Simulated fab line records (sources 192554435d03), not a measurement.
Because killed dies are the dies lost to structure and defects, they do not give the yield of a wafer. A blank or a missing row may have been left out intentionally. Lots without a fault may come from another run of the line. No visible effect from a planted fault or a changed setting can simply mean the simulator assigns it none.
fab line records ; flow n5Finfet
[record] lots = 12; wafers = 36; lastDay = 19
route steps=1938 shown BEOL_M4@1093 BEOL_M5@1117
lots that met no fault: from a run of the same line without faults
startH: start of the lot's first displayed wafer, in hours after the record's first day ; waitH: hours elapsed since this lot's preceding step ; " repeats the value in the row above ; L1.1+2: several wafers, shown together as one row ; - either no value or no given start ; * or withheld: withheld ; < > ~ a bound
route shown NAME@n: a module of which the file shows steps, and the number in the route of the first ; usual: mean/standard deviation taken from wafers without a fault ; same: alike in all rows ; chamber/n: place in a boat ; sites: per-site readings ; _std_site: standard deviation of those values ; _edge_site: the outer-site mean with the inner-site mean subtracted ; radiusMm: how far each site lies from the wafer's centre ; mask NAME#n: copy n ; behind: tool/chamber where the wafer was last shaped ; hold: cause of the lot's hold/its duration in hours/its outcome ; device: names the non-switching transistor (n, p or np) ; end of line: at the end of the route, the tests of the same wafers ; for a step that has no rows: nothing shown but its recipe ; killed: count of dies lost to structure and defects at first sort (not the wafer's yield) ; map: dies across one wafer; x = killed, . = not, _ = none there
set.NAME: setting as actually run; set.NAME@STEP: the setting as run at that earlier step ; model.NAME: the simulator's own value behind a step, which no gauge read
a sample of lots followed through the steps of the route, with each step as a table and each wafer as a row
services: when a tool's chamber went out of use (startH, in hours from the record's first day, below 0 if earlier), for how many hours, and the reason
[[steps]]
[step N5_BEOL_M4_ANNEAL_89]
[recipe] tempC = 400; timeS = 240; ambient = vacuum
[usual] heaterPowerW = 855/120
lot.wafer;tool;chamber;startH;waitH;heaterPowerW
L557.2;pvdSputter-03;-;175.38;0.0;724
L557.3;pvdSputter-03;-;175.38;0.0;941
L557.5;pvdSputter-03;-;175.38;0.0;756
L556.2;pvdSputter-01;-;180.16;0.0;876
L556.3;pvdSputter-01;-;180.16;0.0;579
L556.6;pvdSputter-01;-;180.16;0.0;888
L564.4;pvdSputter-01;-;227.32;0.0;850
L564.5;pvdSputter-01;-;227.32;0.0;912
L564.6;pvdSputter-01;-;227.32;0.0;858
L563.2;pvdSputter-01;-;232.64;0.0;892
L563.3;pvdSputter-01;-;232.64;0.0;895
L563.5;pvdSputter-01;-;232.64;0.0;903
L562.1;pvdSputter-02;-;235.60;0.0;924
L562.2;pvdSputter-02;-;235.60;0.0;856
L562.6;pvdSputter-02;-;235.60;0.0;1016
L569.1;pvdSputter-01;-;281.59;0.0;894
L569.2;pvdSputter-01;-;281.59;0.0;540
L569.6;pvdSputter-01;-;281.59;0.0;906
L574.4;pvdSputter-03;-;308.70;0.0;847
L574.5;pvdSputter-03;-;308.70;0.0;847
L574.6;pvdSputter-03;-;308.70;0.0;729
L572.2;pvdSputter-01;-;309.49;0.0;898
L572.3;pvdSputter-01;-;309.49;0.0;846
L572.4;pvdSputter-01;-;309.49;0.0;896
L575.1;pvdSputter-02;-;315.69;0.0;927
L575.2;pvdSputter-02;-;315.69;0.0;845
L575.4;pvdSputter-02;-;315.69;0.0;828
L576.1;pvdSputter-01;-;328.88;0.0;547
L576.2;pvdSputter-01;-;328.88;0.0;836
L576.3;pvdSputter-01;-;328.88;0.0;886
L577.1;pvdSputter-02;-;329.12;0.0;795
L577.4;pvdSputter-02;-;329.12;0.0;857
L577.5;pvdSputter-02;-;329.12;0.0;906
L579.1;pvdSputter-02;-;338.91;0.0;927
L579.5;pvdSputter-02;-;338.91;0.0;850
L579.6;pvdSputter-02;-;338.91;0.0;1037
[step N5_BEOL_M4_DEP_57]
[recipe] material = SiCN; targetThkA = 80; tempC = withheld; precursor = 3MS/NH3; pressureTorr = 3; rfW = 202; timeS = 14
[usual] showerheadPlenumPTorr = 3.665/0.013; throttleValvePct = 9.1/0.51
lot.wafer;tool;chamber;startH;waitH;showerheadPlenumPTorr;throttleValvePct
L557.2;pecvd-04;2;177.67;0.0;3.678;9.1
L557.3;pecvd-04;1;177.67;0.0;3.684;9.5
L557.5;pecvd-04;1;177.67;0.0;3.675;9.4
L556.2;pecvd-03;1;186.77;0.0;3.671;9.0
L556.3;pecvd-03;0;186.77;0.0;3.676;9.9
L556.6;pecvd-03;0;186.77;0.0;3.673;9.8
L564.4;pecvd-02;2;230.16;0.0;3.642;8.5
L564.5;pecvd-02;1;230.16;0.0;3.662;9.0
L564.6;pecvd-02;0;230.16;0.0;3.653;9.6
L563.2;pecvd-03;0;236.86;0.0;3.677;10.0
L563.3;pecvd-03;1;236.86;0.0;3.673;8.7
L563.5;pecvd-03;1;236.86;0.0;3.665;9.0
L562.1;pecvd-04;0;240.88;0.0;3.644;9.1
L562.2;pecvd-04;1;240.88;0.0;3.695;9.7
L562.6;pecvd-04;2;240.88;0.0;3.670;9.0
L569.1;pecvd-03;0;283.37;0.0;3.673;10.0
L569.2;pecvd-03;1;283.37;0.0;3.676;8.8
L569.6;pecvd-03;2;283.37;0.0;3.661;8.1
L574.4;pecvd-02;1;310.50;0.0;3.671;8.9
L574.5;pecvd-02;0;310.50;0.0;3.650;9.5
L574.6;pecvd-02;2;310.50;0.0;3.648;8.2
L572.2;pecvd-02;0;311.28;0.0;3.657;9.6
L572.3;pecvd-02;1;311.28;0.0;3.681;8.7
L572.4;pecvd-02;1;311.28;0.0;3.668;9.0
L575.1;pecvd-04;0;317.61;0.0;3.658;9.1
L575.2;pecvd-04;1;317.61;0.0;3.679;9.4
L575.4;pecvd-04;0;317.61;0.0;3.635;9.1
L576.1;pecvd-02;1;330.68;0.0;3.671;8.5
L576.2;pecvd-02;0;330.68;0.0;3.649;9.6
L576.3;pecvd-02;2;330.68;0.0;3.647;8.5
L577.1;pecvd-04;0;330.90;0.0;3.636;9.1
L577.4;pecvd-04;0;330.90;0.0;3.648;9.0
L577.5;pecvd-04;2;330.90;0.0;3.674;9.2
L579.1;pecvd-04;2;340.75;0.0;3.675;9.3
L579.5;pecvd-04;0;340.75;0.0;3.643;9.4
L579.6;pecvd-04;2;340.75;0.0;3.683;9.1
[step N5_BEOL_M4_INSPECT_59]
[recipe] inspectInstrument = darkfield; mode = postDep
[usual] rawDefectCount = 67/20
lot.wafer;tool;chamber;startH;waitH;rawDefectCount
L557.2;defectInspect-01;-;177.77;0.0;47
L557.3;defectInspect-01;-;177.77;0.0;52
L557.5;defectInspect-01;-;177.77;0.0;82
L556.2;defectInspect-01;-;186.86;0.0;97
L556.3;defectInspect-01;-;186.86;0.0;69
L556.6;defectInspect-01;-;186.86;0.0;81
L564.4;defectInspect-01;-;230.24;0.0;138
L564.5;defectInspect-01;-;230.24;0.0;75
L564.6;defectInspect-01;-;230.24;0.0;92
L563.2;defectInspect-02;-;236.96;0.0;40
L563.3;defectInspect-02;-;236.96;0.0;51
L563.5;defectInspect-02;-;236.96;0.0;78
L562.1;defectInspect-02;-;240.98;0.0;51
L562.2;defectInspect-02;-;240.98;0.0;44
L562.6;defectInspect-02;-;240.98;0.0;49
L569.1;defectInspect-02;-;283.46;0.0;61
L569.2;defectInspect-02;-;283.46;0.0;47
L569.6;defectInspect-02;-;283.46;0.0;56
L574.4;defectInspect-02;-;310.58;0.0;56
L574.5;defectInspect-02;-;310.58;0.0;52
L574.6;defectInspect-02;-;310.58;0.0;109
L572.2;defectInspect-01;-;311.37;0.0;60
L572.3;defectInspect-01;-;311.37;0.0;98
L572.4;defectInspect-01;-;311.37;0.0;40
L575.1;defectInspect-02;-;317.70;0.0;51
L575.2;defectInspect-02;-;317.70;0.0;56
L575.4;defectInspect-02;-;317.70;0.0;38
L576.1;defectInspect-01;-;330.77;0.0;54
L576.2;defectInspect-01;-;330.77;0.0;83
L576.3;defectInspect-01;-;330.77;0.0;59
L577.1;defectInspect-01;-;330.99;0.0;62
L577.4;defectInspect-01;-;330.99;0.0;61
L577.5;defectInspect-01;-;330.99;0.0;64
L579.1;defectInspect-02;-;340.84;0.0;40
L579.5;defectInspect-02;-;340.84;0.0;45
L579.6;defectInspect-02;-;340.84;0.0;63
[step N5_BEOL_M5_COAT_59]
[recipe] resist = SOC; tempC = 250; timeS = 60; spinRpm = 1500; resistThkNm = 60
[usual] heaterPowerTotalW = 500.4/1.7; resistLineTempC = 22.98/0.11; spinSpeedRpm = 1500.1/1.1
lot.wafer;tool;chamber;startH;waitH;heaterPowerTotalW;resistLineTempC;spinSpeedRpm
L557.2;lithoTrack-04;0;180.01;0.1;498.2;22.90;1500.2
L557.3;lithoTrack-04;0;180.01;0.1;499.9;22.91;1502.0
L557.5;lithoTrack-04;0;180.01;0.1;502.0;22.97;1499.8
L556.2;lithoTrack-04;0;188.64;0.1;503.1;22.88;1501.5
L556.3;lithoTrack-04;0;188.64;0.1;502.8;23.09;1501.0
L556.6;lithoTrack-04;0;188.64;0.1;500.2;23.04;1500.0
L564.4;lithoTrack-04;0;233.32;0.1;503.0;22.99;1699.2
L564.5;lithoTrack-04;0;233.32;0.1;498.6;22.90;1699.1
L564.6;lithoTrack-04;0;233.32;0.1;502.4;22.96;1699.2
L563.2;lithoTrack-04;0;238.74;0.1;502.6;23.12;1696.1
L563.3;lithoTrack-04;0;238.74;0.1;500.3;22.98;1698.4
L563.5;lithoTrack-04;0;238.74;0.1;500.4;23.09;1698.9
L562.1;lithoTrack-04;0;244.61;0.1;500.6;23.03;1698.7
L562.2;lithoTrack-04;0;244.61;0.1;502.2;22.97;1698.7
L562.6;lithoTrack-04;0;244.61;0.1;503.3;22.96;1701.3
L569.1;lithoTrack-02;0;285.68;0.1;500.2;22.98;1500.7
L569.2;lithoTrack-02;0;285.68;0.1;501.0;23.23;1499.4
L569.6;lithoTrack-02;0;285.68;0.1;497.9;23.00;1499.0
L574.4;lithoTrack-01;0;313.86;0.1;502.6;22.81;1500.3
L574.5;lithoTrack-01;0;313.86;0.1;502.4;22.98;1499.3
L574.6;lithoTrack-01;0;313.86;0.1;502.9;22.92;1500.7
L572.2;lithoTrack-04;0;314.07;0.1;498.2;22.90;1499.1
L572.3;lithoTrack-04;0;314.07;0.1;503.0;23.04;1501.2
L572.4;lithoTrack-04;0;314.07;0.1;498.1;22.96;1499.2
L575.1;lithoTrack-04;0;320.30;0.1;501.2;23.15;1499.3
L575.2;lithoTrack-04;0;320.30;0.1;500.9;23.02;1498.6
L575.4;lithoTrack-04;0;320.30;0.1;498.1;22.97;1499.4
L576.1;lithoTrack-04;0;333.32;0.1;498.9;22.96;1500.6
L576.2;lithoTrack-04;0;333.32;0.1;500.0;22.79;1500.8
L576.3;lithoTrack-04;0;333.32;0.1;500.3;22.82;1499.6
L577.1;lithoTrack-01;0;333.39;0.1;497.6;23.09;1499.5
L577.4;lithoTrack-01;0;333.39;0.1;497.8;22.92;1500.4
L577.5;lithoTrack-01;0;333.39;0.1;499.4;22.87;1500.5
L579.1;lithoTrack-04;0;342.81;0.1;500.5;22.93;1500.6
L579.5;lithoTrack-04;0;342.81;0.1;500.0;22.89;1499.0
L579.6;lithoTrack-04;0;342.81;0.1;500.6;23.01;1500.3
[[services]]
tool;chamber;startH;hours;kind
pecvd-04;0;157.67;2.1;scheduledDown
pvdSputter-03;-;168.35;2.5;repair
pecvd-03;2;172.77;6.1;repair
pecvd-03;2;178.89;2.1;scheduledDown
pecvd-04;1;192.15;2.1;scheduledDown
pecvd-02;2;194.93;2.1;scheduledDown
pecvd-03;2;202.38;-;clean
pecvd-03;2;202.38;-;consumableReplace:showerhead
pecvd-03;2;202.38;29.0;scheduledDown
pecvd-03;2;202.38;29.0;ventCycle
pecvd-02;-;250.45;0.5;repair
pvdSputter-03;-;256.81;10.5;repair
pecvd-04;-;289.15;1.3;repair
pecvd-04;-;292.24;0.7;repair
pecvd-02;0;315.02;2.1;scheduledDown
lithoTrack-04;-;315.92;-;consumableReplace:filter
pecvd-02;-;318.23;2.8;pm
lithoTrack-01;-;323.36;-;consumableReplace:filter
[[key]]
[firstSign] step = N5_BEOL_M5_COAT_59; reading = spinSpeedRpm; direction = up; sigmas = 99+; usual = *; struck = *
effect none on later readings
metAt N5_BEOL_M5_COAT_59
struckLots L562,L563,L564
notActingAt N5_BEOL_M4_ANNEAL_89,N5_BEOL_M4_DEP_57,N5_BEOL_M4_INSPECT_59
onsetBetween 188.64 233.32
[fault] kind = processParameterDrift; tool = lithoTrack-04; chamber = -; onsetH = 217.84; steps = N5_BEOL_M5_COAT_59; channel = spinRpm; offset = *; shape = step; endH = 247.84; actsIn = *; stated = *
